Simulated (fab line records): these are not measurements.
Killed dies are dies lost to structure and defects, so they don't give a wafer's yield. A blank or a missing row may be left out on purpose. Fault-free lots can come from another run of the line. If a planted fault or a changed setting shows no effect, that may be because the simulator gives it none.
Matching of chambers	flow n5 finfet	4 sister chambers for N5_HKMG_FIN_ALD_21 on ald metal-03
The step deposits TiN, target thk 1.5 nm, pulse time 1 s, purge time 3 s. 4 wafers are shown with their chamber, then 8 later ones without.

EACH WAFER AND ITS CHAMBER
wafer	chamber	heater power outer w (W)
L082.5	0	560
L085.2	2	572
L085.3	3	627
L086.4	1	576

WAFERS WITHOUT THEIR CHAMBER
wafer	heater power outer w (W)
L086.5	562
L086.6	635
L087.2	572
L087.4	616
L087.5	570
L097.1	577
L097.3	570
L097.6	593

THE CHAMBER EACH PASSED THROUGH
wafer	from the rows above	in truth
L086.5	can't be placed: 0 or 2 or 1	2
L086.6	3	3
L087.2	can't be placed: 2 or 1 or 0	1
L087.4	3	3
L087.5	can't be placed: 2 or 1 or 0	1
L097.1	can't be placed: 1 or 2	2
L097.3	can't be placed: 2 or 1 or 0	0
L097.6	can't be placed: 1 or 2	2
Placed correctly: 2 of 8. Not placeable from these rows: 6 (in 6, the candidates include the true chamber). 0 placed wrongly.
How it was worked out, from the rows above alone: a wafer's distance from a chamber is the root of the sum, over the readings, of the square of ((its reading less the chamber's mean) divided by the reading's scatter). If the next closest chamber is less than 2 further off than the closest, the wafer can't be placed; otherwise it belongs to the closest. For every chamber, the mean is computed from those of its wafers that are shown. The scatter (one wafer shown for each chamber): square how far every hidden wafer sits from the nearest shown wafer, average those squares and take the square root.
